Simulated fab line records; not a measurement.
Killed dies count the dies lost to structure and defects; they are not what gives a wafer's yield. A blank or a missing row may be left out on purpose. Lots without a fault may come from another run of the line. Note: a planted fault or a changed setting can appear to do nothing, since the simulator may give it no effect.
Which of the tools did it?	flow n5_finfet	14 lots, 42 wafers sampled, at 8 steps of a route of 1938

WHAT EACH GAUGE READ, for each wafer
N5_MOL_CONTACT_COAG_INSPECT_97: inspects for defects (darkfield). Usual: raw_defect_count at 40, with a standard deviation of 18.
lot	measured	on	raw_defect_count	flag
L644	day 5 13:09	defect_inspect-01	66 91 44	
L647	day 6 01:38	defect_inspect-01	58 40 56	
L648	day 6 08:49	defect_inspect-02	21 43 22	
L649	day 6 16:31	defect_inspect-01	27 37 59	
L650	day 6 22:02	defect_inspect-02	25 23 30	
L657	day 8 18:07	defect_inspect-02	39 44 36	
L658	day 8 21:08	defect_inspect-02	35 49 46	
L659	day 9 12:28	defect_inspect-02	30 36 27	
L661	day 10 07:10	defect_inspect-01	29 15 28	
L662	day 10 10:11	defect_inspect-02	36 29 37	
L663	day 10 13:12	defect_inspect-01	32 34 33	
L664	day 10 19:22	defect_inspect-02	50 15 45	
L665	day 10 23:13	defect_inspect-02	23 24 54	
L667	day 11 09:46	defect_inspect-02	28 52 46	

N5_BEOL_M0_SAQP_CD_MEAS_25: target cd 13.1 nm. Usual: cd_nm at 12.82 nm, with a standard deviation of 0.23.
lot	measured	on	cd_nm (nm)	flag
L644	day 5 16:13	cd_sem-03	13.11 12.58 13.09	
L647	day 6 05:08	cd_sem-02	12.49 12.64 12.75	
L648	day 6 15:08	cd_sem-01	- - -	OFF
L649	day 6 19:32	cd_sem-03	- - -	OFF
L650	day 7 03:22	cd_sem-02	13.00 12.37 13.15	
L657	day 8 22:35	cd_sem-03	13.01 12.54 12.73	
L658	day 9 02:45	cd_sem-02	12.88 12.84 12.47	
L659	day 9 15:43	cd_sem-02	13.04 13.22 12.99	
L661	day 10 11:02	cd_sem-03	13.12 13.24 12.77	
L662	day 10 15:42	cd_sem-01	12.84 13.17 13.39	
L663	day 10 19:53	cd_sem-03	12.99 12.52 12.92	
L664	day 10 22:54	cd_sem-01	12.99 13.01 12.75	
L665	day 11 01:54	cd_sem-03	12.80 13.31 12.91	
L667	day 11 13:23	cd_sem-01	12.99 12.96 12.65	

N5_BEOL_M4_RC_MEAS_101. Usual: DIBL_N 36.6 mV/V, standard deviation 1.3; DIBL_P 36.4 mV/V, standard deviation 1.4; IOFF_N 0.167 nA/um, standard deviation 0.023; IOFF_P 0.219 nA/um, standard deviation 0.029; ION_N 678 uA/um, standard deviation 8.7; ION_P 464 uA/um, standard deviation 6.4; SS_N 71.5 mV/dec, standard deviation 0.53; SS_P 73.4 mV/dec, standard deviation 0.57; VT_N 248.5 mV, standard deviation 2.8; VT_P -249 mV, standard deviation 3.1.
lot	measured	on	DIBL_N (mV/V)	DIBL_P (mV/V)	IOFF_N (nA/um)	IOFF_P (nA/um)	ION_N (uA/um)	ION_P (uA/um)	SS_N (mV/dec)	SS_P (mV/dec)	VT_N (mV)	VT_P (mV)	flag
L644	day 8 17:11	prober-01	37.4 37.8 36.8	37.4 37.4 36.8	0.195 0.193 0.171	0.237 0.224 0.216	697 690 683	467 465 465	72.2 70.9 71.2	73.3 72.9 73.5	243.2 245.4 248.1	-248 -249 -250	
L647	day 9 01:15	prober-02	35.6 37.3 36.9	34.5 36.0 36.0	0.152 0.181 0.180	0.219 0.244 0.244	676 685 679	470 472 468	71.3 71.9 71.7	73.5 73.3 73.9	247.8 246.9 249.0	-246 -247 -245	
L650	day 10 10:31	prober-02	39.2 37.6 38.4	38.2 36.8 37.3	0.191 0.175 0.176	0.240 0.219 0.224	684 681 684	465 464 466	72.3 72.0 72.6	73.7 72.9 73.1	248.0 247.0 248.2	-246 -248 -246	
L657	day 13 17:03	prober-01	35.5 36.0 36.7	37.1 38.0 38.3	0.165 0.177 0.189	0.201 0.215 0.210	674 673 670	460 457 455	71.6 71.8 72.2	74.1 74.1 74.1	248.2 249.4 247.0	-253 -253 -251	
L658	day 13 20:31	prober-01	34.8 35.6 36.5	34.5 36.9 36.5	0.142 0.159 0.169	0.195 0.228 0.222	661 675 670	454 461 459	71.8 70.3 71.2	73.4 73.5 73.4	250.3 249.4 247.3	-251 -247 -246	
L659	day 13 08:50	prober-02	37.3 38.8 37.2	36.1 38.8 35.9	0.187 0.219 0.182	0.241 0.290 0.238	675 681 669	464 468 459	72.4 72.3 72.7	73.5 75.0 73.2	248.6 245.4 246.7	-245 -244 -246	
L661	day 14 22:52	prober-02	35.9 37.9 36.3	35.8 39.4 36.2	0.145 0.187 0.144	0.185 0.237 0.190	671 676 673	463 460 460	70.8 71.9 71.6	72.9 74.0 73.7	248.9 245.3 253.4	-254 -249 -252	
L662	day 14 20:09	prober-02	35.9 35.2 36.6	35.4 35.2 36.0	0.156 0.148 0.169	0.219 0.225 0.230	675 681 681	464 472 466	70.9 70.5 70.9	73.2 73.5 73.4	246.8 249.7 246.5	-250 -248 -248	
L663	day 14 18:17	prober-01	36.4 37.5 37.3	36.8 38.0 37.8	0.165 0.173 0.172	0.212 0.237 0.228	667 670 668	458 463 461	71.5 71.5 71.3	73.0 73.5 73.2	246.2 247.3 247.1	-250 -248 -251	
L664	day 14 22:31	prober-01	39.3 37.9 37.2	37.6 37.0 36.2	0.193 0.165 0.149	0.207 0.200 0.180	689 679 672	461 466 456	71.7 71.7 71.6	74.3 73.7 73.5	245.8 249.2 252.1	-252 -253 -255	
L665	day 15 15:37	prober-01	37.1 37.7 36.9	39.1 38.4 38.3	0.171 0.176 0.168	0.247 0.233 0.222	674 675 678	463 465 466	72.1 72.4 71.7	73.3 73.7 73.8	249.8 250.0 252.3	-248 -248 -251	
L667	day 15 15:25	prober-02	36.2 36.1 35.8	37.2 36.6 36.3	0.160 0.153 0.151	0.197 0.182 0.179	679 676 679	461 457 460	71.8 71.3 70.9	72.2 72.6 72.6	248.6 251.2 250.6	-252 -250 -252	

WHICH TOOL RAN EACH LOT (tool, then ch and the chambers of the sampled wafers, then the start)
lot	N5_BEOL_M0_SAQP_PECVD_00	N5_BEOL_M0_SAQP_ILD_DEP_01	N5_BEOL_M0_SAQP_ETCH_84	N5_BEOL_M0_SAQP_HM_OPEN_112	N5_BEOL_M0_SAQP_MANDREL_ETCH_20
L644	pecvd-03 ch 0,1,2, day 5 13:29	pecvd-03 ch 0,1,2, day 5 13:31	rie_diel-06 ch 0,1, day 5 14:33	rie_diel-06 ch 0,1, day 5 14:40	rie_si-01 ch 0,3, day 5 14:44
L647	pecvd-04 ch 1,2, day 6 01:57	pecvd-04 ch 1,2, day 6 01:58	rie_diel-06 ch 1,2,3, day 6 03:39	rie_diel-06 ch 1,2,3, day 6 03:46	rie_si-01 ch 0,3, day 6 03:50
L648	pecvd-03 ch 1,2, day 6 09:08	pecvd-03 ch 1,2, day 6 09:10	rie_diel-02 ch 1,2, day 6 13:23	rie_diel-02 ch 1,2, day 6 13:30	rie_si-01 ch 0,2, day 6 13:35
L649	pecvd-03 ch 1,2, day 6 16:51	pecvd-03 ch 1,2, day 6 16:53	rie_diel-06 ch 0,1,2, day 6 18:03	rie_diel-06 ch 0,1,2, day 6 18:10	rie_si-03 ch 0,2, day 6 18:14
L650	pecvd-04 ch 1,2, day 6 22:22	pecvd-04 ch 1,2, day 6 22:24	rie_diel-06 ch 2,3, day 7 01:46	rie_diel-06 ch 2,3, day 7 01:53	rie_si-03 ch 1,2,3, day 7 01:58
L657	pecvd-01 ch 0,1, day 8 18:27	pecvd-01 ch 0,1, day 8 18:29	rie_diel-03 ch 1,2, day 8 20:11	rie_diel-03 ch 1,2, day 8 20:17	rie_si-03 ch 0,2,3, day 8 20:23
L658	pecvd-04 ch 0,2, day 8 21:28	pecvd-04 ch 0,2, day 8 21:30	rie_diel-06 ch 1,2,3, day 9 01:17	rie_diel-06 ch 1,2,3, day 9 01:23	rie_si-06 ch 1,2,3, day 9 01:28
L659	pecvd-01 ch 0,1, day 9 12:47	pecvd-01 ch 0,1, day 9 12:49	rie_diel-06 ch 0,1,2, day 9 14:13	rie_diel-06 ch 0,1,2, day 9 14:20	rie_si-06 ch 0,1, day 9 14:25
L661	pecvd-04 ch 0,1,2, day 10 07:29	pecvd-04 ch 0,1,2, day 10 07:31	rie_diel-02 ch 0,2,3, day 10 09:34	rie_diel-02 ch 0,2,3, day 10 09:40	rie_si-01 ch 0,3, day 10 09:46
L662	pecvd-03 ch 0,1, day 10 10:31	pecvd-03 ch 0,1, day 10 10:33	rie_diel-06 ch 0,3, day 10 13:08	rie_diel-06 ch 0,3, day 10 13:15	rie_si-01 ch 0,3, day 10 13:20
L663	pecvd-03 ch 0,1, day 10 13:29	pecvd-03 ch 0,1, day 10 13:31	rie_diel-03 ch 0,3, day 10 17:18	rie_diel-03 ch 0,3, day 10 17:24	rie_si-01 ch 0,3, day 10 17:29
L664	pecvd-03 ch 0,1,2, day 10 19:43	pecvd-03 ch 0,1,2, day 10 19:44	rie_diel-03 ch 0,1,3, day 10 21:19	rie_diel-03 ch 0,1,3, day 10 21:26	rie_si-01 ch 0,2,3, day 10 21:31
L665	pecvd-03 ch 0,1,2, day 10 23:29	pecvd-03 ch 0,1,2, day 10 23:31	rie_diel-02 ch 0,2,3, day 11 00:28	rie_diel-02 ch 0,2,3, day 11 00:33	rie_si-01 ch 0,1,2, day 11 00:39
L667	pecvd-04 ch 0,1,2, day 11 10:05	pecvd-04 ch 0,1,2, day 11 10:07	rie_diel-02 ch 0,2,3, day 11 11:51	rie_diel-02 ch 0,2,3, day 11 11:58	rie_si-03 ch 0,2, day 11 12:02
- N5_BEOL_M0_SAQP_PECVD_00: deposits SiCN from 3MS/NH3, target thk 8 nm, time 14 s.
- N5_BEOL_M0_SAQP_ILD_DEP_01: deposits SiOC from DEMS/O2, target thk 45.419 nm, time 8.7 s.
- N5_BEOL_M0_SAQP_ETCH_84: etches SOC in N2/H2, target depth 100 nm, overetch 20 nm, time 150 s.
- N5_BEOL_M0_SAQP_HM_OPEN_112: chemistry CHF3/O2, target SiO2, stops on a-Si, target depth 12 nm, time 13.5 s.
- N5_BEOL_M0_SAQP_MANDREL_ETCH_20: etches a-Si in HBr/Cl2, stops on SiNx, target depth 60 nm, bt time 10 s, time 30 s.

AS READ BY THE TOOLS THEMSELVES (means over the sampled wafers that have a number; for cases with no such wafer, the mark the record gives instead)
N5_BEOL_M0_SAQP_PECVD_00. Usual: showerhead_plenum_p_Torr 3.661 Torr, standard deviation 0.015; throttle_valve_pct 9.1 %, standard deviation 0.51.
lot	tool	showerhead_plenum_p_Torr (Torr)	throttle_valve_pct (%)	flag
L644	pecvd-03	3.649	8.9	
L647	pecvd-04	3.658	8.4	
L648	pecvd-03	3.651	9.0	
L649	pecvd-03	3.658	8.8	
L650	pecvd-04	3.662	8.6	
L657	pecvd-01	3.684	9.5	
L658	pecvd-04	3.668	9.4	
L659	pecvd-01	3.685	9.5	
L661	pecvd-04	3.665	9.1	
L662	pecvd-03	3.643	9.0	
L663	pecvd-03	3.646	8.9	
L664	pecvd-03	3.651	9.1	
L665	pecvd-03	3.646	9.0	
L667	pecvd-04	3.665	9.2	

N5_BEOL_M0_SAQP_ILD_DEP_01. Usual: heater_power_w 456 W, standard deviation 56; showerhead_plenum_p_Torr 5.690 Torr, standard deviation 0.015; throttle_valve_pct 12.0 %, standard deviation 0.63.
lot	tool	heater_power_w (W)	showerhead_plenum_p_Torr (Torr)	throttle_valve_pct (%)	flag
L644	pecvd-03	430	5.677	11.8	
L647	pecvd-04	487	5.693	11.5	
L648	pecvd-03	435	5.674	11.5	
L649	pecvd-03	462	5.686	11.8	
L650	pecvd-04	419	5.696	11.4	
L657	pecvd-01	562	5.707	12.6	
L658	pecvd-04	447	5.691	12.6	
L659	pecvd-01	527	5.707	12.7	
L661	pecvd-04	445	5.695	12.0	
L662	pecvd-03	437	5.680	11.9	
L663	pecvd-03	463	5.677	12.0	
L664	pecvd-03	415	5.682	11.9	
L665	pecvd-03	458	5.677	11.7	
L667	pecvd-04	461	5.699	12.0	

N5_BEOL_M0_SAQP_ETCH_84. Usual: bias_w 150.0 W, standard deviation 0.44; chamber_pressure_mTorr 30.002 mTorr, standard deviation 0.027; drypump_motor_current_A 5.6 A, standard deviation 0.48; h2_flow_sccm 200.0 sccm, standard deviation 0.6; oes_product_au 0.72 a.u., standard deviation 0.082; rf_vpp_V 524.1 V, standard deviation 2.7; showerhead_plenum_p_Torr 2.55 Torr, standard deviation 0.094; throttle_valve_pct 17.82 %, standard deviation 0.25.
lot	tool	bias_w (W)	chamber_pressure_mTorr (mTorr)	drypump_motor_current_A (A)	h2_flow_sccm (sccm)	oes_product_au (a.u.)	rf_vpp_V (V)	showerhead_plenum_p_Torr (Torr)	throttle_valve_pct (%)	flag
L644	rie_diel-06	150.1	29.988	5.3	199.6	0.62	523.7	2.55	18.00	
L647	rie_diel-06	149.9	30.026	5.9	200.0	0.66	523.3	2.53	17.96	
L648	rie_diel-02	-	-	-	-	-	-	-	-	OFF
L649	rie_diel-06	-	-	-	-	-	-	-	-	OFF
L650	rie_diel-06	149.8	30.006	6.1	199.9	0.66	522.3	2.46	17.77	
L657	rie_diel-03	149.4	29.994	5.8	200.3	0.64	524.3	2.55	18.05	
L658	rie_diel-06	149.8	29.999	5.9	199.7	0.64	524.3	2.53	17.99	
L659	rie_diel-06	150.1	30.002	5.8	199.9	0.71	522.8	2.51	17.81	
L661	rie_diel-02	149.5	30.013	5.8	200.8	0.72	523.6	2.52	17.86	
L662	rie_diel-06	150.1	30.002	5.3	200.2	0.75	522.7	2.50	17.75	
L663	rie_diel-03	150.3	29.983	5.0	199.7	0.75	523.7	2.56	17.58	
L664	rie_diel-03	149.9	29.993	5.4	200.4	0.72	525.5	2.60	17.75	
L665	rie_diel-02	149.7	29.996	5.8	200.0	0.71	523.4	2.52	17.88	
L667	rie_diel-02	150.1	29.966	5.8	199.4	0.70	523.9	2.52	17.88	

N5_BEOL_M0_SAQP_HM_OPEN_112. Usual: drypump_motor_current_A 5.6 A, standard deviation 0.48; oes_product_au 0.52 a.u., standard deviation 0.06; rf_vpp_V 523 V, standard deviation 5; showerhead_plenum_p_Torr 2.42 Torr, standard deviation 0.083; throttle_valve_pct 18.86 %, standard deviation 0.22.
lot	tool	drypump_motor_current_A (A)	oes_product_au (a.u.)	rf_vpp_V (V)	showerhead_plenum_p_Torr (Torr)	throttle_valve_pct (%)	flag
L644	rie_diel-06	5.3	0.45	522	2.42	19.05	
L647	rie_diel-06	5.8	0.47	523	2.41	18.97	
L648	rie_diel-02	6.2	0.33	522	2.48	18.64	OFF
L649	rie_diel-06	5.8	0.31	522	2.39	18.76	OFF
L650	rie_diel-06	6.2	0.48	519	2.34	18.81	
L657	rie_diel-03	5.8	0.47	527	2.41	18.98	
L658	rie_diel-06	5.8	0.46	522	2.40	19.00	
L659	rie_diel-06	5.7	0.52	522	2.39	18.85	
L661	rie_diel-02	5.8	0.52	520	2.40	18.95	
L662	rie_diel-06	5.3	0.54	519	2.38	18.83	
L663	rie_diel-03	5.0	0.55	525	2.42	18.64	
L664	rie_diel-03	5.4	0.52	527	2.46	18.76	
L665	rie_diel-02	5.8	0.52	520	2.40	18.96	
L667	rie_diel-02	5.8	0.51	520	2.40	18.97	

N5_BEOL_M0_SAQP_MANDREL_ETCH_20. Usual: HBr_flow_sccm 150.0 sccm, standard deviation 0.51; bias_w 74.99 W, standard deviation 0.21; drypump_motor_current_A 5.9 A, standard deviation 0.47; oes_product_au 0.772 a.u., standard deviation 0.017; throttle_valve_pct 35.37 %, standard deviation 0.26.
lot	tool	HBr_flow_sccm (sccm)	bias_w (W)	drypump_motor_current_A (A)	oes_product_au (a.u.)	throttle_valve_pct (%)	flag
L644	rie_si-01	150.2	75.17	6.1	0.788	35.67	
L647	rie_si-01	149.5	75.12	6.1	0.793	35.66	
L648	rie_si-01	150.3	75.17	6.4	0.326	36.29	OFF
L649	rie_si-03	149.5	75.05	5.3	0.323	36.15	OFF
L650	rie_si-03	150.5	75.06	6.0	0.753	35.31	
L657	rie_si-03	150.4	74.74	5.4	0.765	35.28	
L658	rie_si-06	150.3	75.02	5.6	0.770	35.46	
L659	rie_si-06	149.0	74.80	5.7	0.797	35.45	
L661	rie_si-01	150.0	74.88	6.1	0.788	35.68	
L662	rie_si-01	149.9	74.96	6.0	0.781	35.55	
L663	rie_si-01	150.5	74.90	6.1	0.794	35.67	
L664	rie_si-01	149.9	75.10	6.2	0.778	35.48	
L665	rie_si-01	149.9	74.95	6.2	0.778	35.35	
L667	rie_si-03	149.6	74.89	5.5	0.760	35.22	

THE ANSWER, worked out from the rows above alone
Rule: a lot counts as off when the mean over its wafers that have a number is more than 3 standard deviations away from the usual mean. Also off: a lot with no number at a reading for which 4 or more lots have one. Any other lot the step has rows for is counted as sound. After the gauges, taken in route order, come the tools' own readings; for these a lot's mean is taken, as printed above. The first step at which some lot is off is used, and at that step the reading that is off furthest; a lot without a number counts as furthest.
Off: L648, L649 (N5_BEOL_M0_SAQP_CD_MEAS_25, cd_nm). Without a number there: L648, L649.
If a tool, at a process step before that reading, ran all the lots that are off and no sound lot after the first of them, it fits. Not tried: the gauges at N5_BEOL_M0_SAQP_CD_MEAS_25; whatever is off there is also off at N5_BEOL_M0_SAQP_ETCH_84, on other tools, and gauge error can't account for it. No candidate that was tried fits.

WHAT THE SIMULATOR HAD PUT IN
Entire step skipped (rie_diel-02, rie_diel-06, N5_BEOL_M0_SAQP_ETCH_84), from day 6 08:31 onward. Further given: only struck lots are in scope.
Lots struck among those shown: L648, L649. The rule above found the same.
